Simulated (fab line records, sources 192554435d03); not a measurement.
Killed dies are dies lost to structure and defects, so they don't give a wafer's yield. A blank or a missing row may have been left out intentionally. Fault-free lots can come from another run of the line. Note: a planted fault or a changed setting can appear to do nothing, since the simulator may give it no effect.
Split-lot study | flow n5Finfet | 7 lots, 21 wafers read, on a route of 1938 steps

== THE SPLIT ITSELF ==
At N5_BEOL_M15_COAT_04 (resist thk 800 nm), the setting spinRpm was moved away from the recipe's 1704 rpm on 8 of the 21 wafers read, by -11.0% to +9.7%. For the rest of the wafers, this setting stayed at what the recipe calls for.

== FROM THE SPLIT TO THE READING: what the file shows between them, 3 steps ==
- N5_BEOL_M15_EBR_06
- N5_BEOL_M15_SOFTBAKE_05: time 60 s
- N5_BEOL_M15_DESCUM_15: chemistry O2, time 7.9 s

== THE READING ==
coat_of_BEOL_M15_COAT_04.thkNm (the simulator's own value, which no gauge read), in nm, at N5_BEOL_M15_ETCH_59 (etches BARC in N2/H2, target depth 89 nm, overetch 26.7 nm, time 67.9 s). The file does not state a usual value for it. Here, 13 wafers ran the recipe; their average is 716.1 nm with a standard deviation of 1.6 nm.

wafer  | tool, chamber at the split | spinRpm as run, rpm | against the recipe | coat_of_BEOL_M15_COAT_04.thkNm, nm | against lot-mates on the recipe
L074.3 | lithoTrack-01, 0           | 1870                | +9.7%              | 677.8                              | -37.0
L074.5 | lithoTrack-01, 0           | 1704                | recipe             | 714.8                              | -
L074.6 | lithoTrack-01, 0           | 1870                | +9.7%              | 676                                | -38.8
L076.2 | lithoTrack-05, 0           | 1704                | recipe             | 719                                | -
L076.4 | lithoTrack-05, 0           | 1704                | recipe             | 715.2                              | -
L076.5 | lithoTrack-05, 0           | 1704                | recipe             | 717                                | -
L088.1 | lithoTrack-04, 0           | 1704                | recipe             | 712.4                              | -
L088.3 | lithoTrack-04, 0           | 1704                | recipe             | 717.4                              | -
L088.6 | lithoTrack-04, 0           | 1704                | recipe             | 716.4                              | -
L090.3 | lithoTrack-05, 0           | 1704                | recipe             | 714.4                              | -
L090.4 | lithoTrack-05, 0           | 1704                | recipe             | 716                                | -
L090.6 | lithoTrack-05, 0           | 1623                | -4.8%              | 730.8                              | +15.6
L087.1 | lithoTrack-05, 0           | 1586                | -6.9%              | 746.6                              | +30.2
L087.5 | lithoTrack-05, 0           | 1704                | recipe             | 716.4                              | -
L087.6 | lithoTrack-05, 0           | 1704                | recipe             | 716.4                              | -
L091.2 | lithoTrack-04, 0           | 1517                | -11.0%             | 762.4                              | no lot-mate on the recipe
L091.3 | lithoTrack-04, 0           | 1517                | -11.0%             | 766.6                              | no lot-mate on the recipe
L091.5 | lithoTrack-04, 0           | 1517                | -11.0%             | 761.6                              | no lot-mate on the recipe
L092.3 | lithoTrack-04, 0           | 1704                | recipe             | 715.8                              | -
L092.5 | lithoTrack-04, 0           | 1704                | recipe             | 718.2                              | -
L092.6 | lithoTrack-04, 0           | 1650                | -3.2%              | 730.4                              | +13.4

THE FIT
A straight line over all 21 wafers: coat_of_BEOL_M15_COAT_04.thkNm changes by -4.19 nm for each +1% of spinRpm; r = -1.00; the points scatter about the line by 2.2 nm.
The same after taking each lot's own level away (the mean of its wafers on the recipe; 18 wafers): -3.94 nm for each +1%; r = -0.99; scatter 1.7 nm.
According to that fit, moving spinRpm by its largest amount changes the reading by 43 nm.
Measured against the standard deviation above, the lots' own levels, which go from 714.80 to 717.07 nm, span 1.4 times it.
Hence the lot-to-lot level has little effect on the slope; both slopes agree.
Check: for one of the wafers moved furthest among these (+9.7%), held out of the fit, the line's prediction against its lot-mates is -39.1 nm. It came out at -37 nm against them.

== ADDITIONAL SPLITS CARRIED BY THESE WAFERS ==
Note: prior to the reading, these wafers also went through further splits. Each is held against what the fit with the lots' levels taken away leaves over:
other split on the same wafers   | wafers away from the commonest value | r with coat_of_BEOL_M15_COAT_04.thkNm (lot level and that fit taken away)
N5_BEOL_M13_TRENCH_ETCH_34 timeS | 9                                    | +0.16
N5_BEOL_M13_SPUTTER_44 timeS     | 5                                    | +0.20

== THE WHOLE CHAIN: every reading that the file lists as answering this split, in the file's order ==
step                | what it does                                                            | reading                                                                         | change (the file's fit)              | r (the file's)
N5_BEOL_M15_COAT_04 | resist thk 800 nm                                                       | coat_of_BEOL_M15_COAT_04.thkNm (the simulator's own value, which no gauge read) | -3.9 nm for each +1% of the setting  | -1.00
N5_BEOL_M15_ETCH_59 | etches BARC in N2/H2, target depth 89 nm, overetch 26.7 nm, time 67.9 s | coat_of_BEOL_M15_COAT_04.thkNm (the simulator's own value, which no gauge read) | -3.96 nm for each +1% of the setting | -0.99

== THE FILE'S OWN FIT ==
coat_of_BEOL_M15_COAT_04.thkNm changes by -3.96 nm for each +1% of spinRpm, r = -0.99.
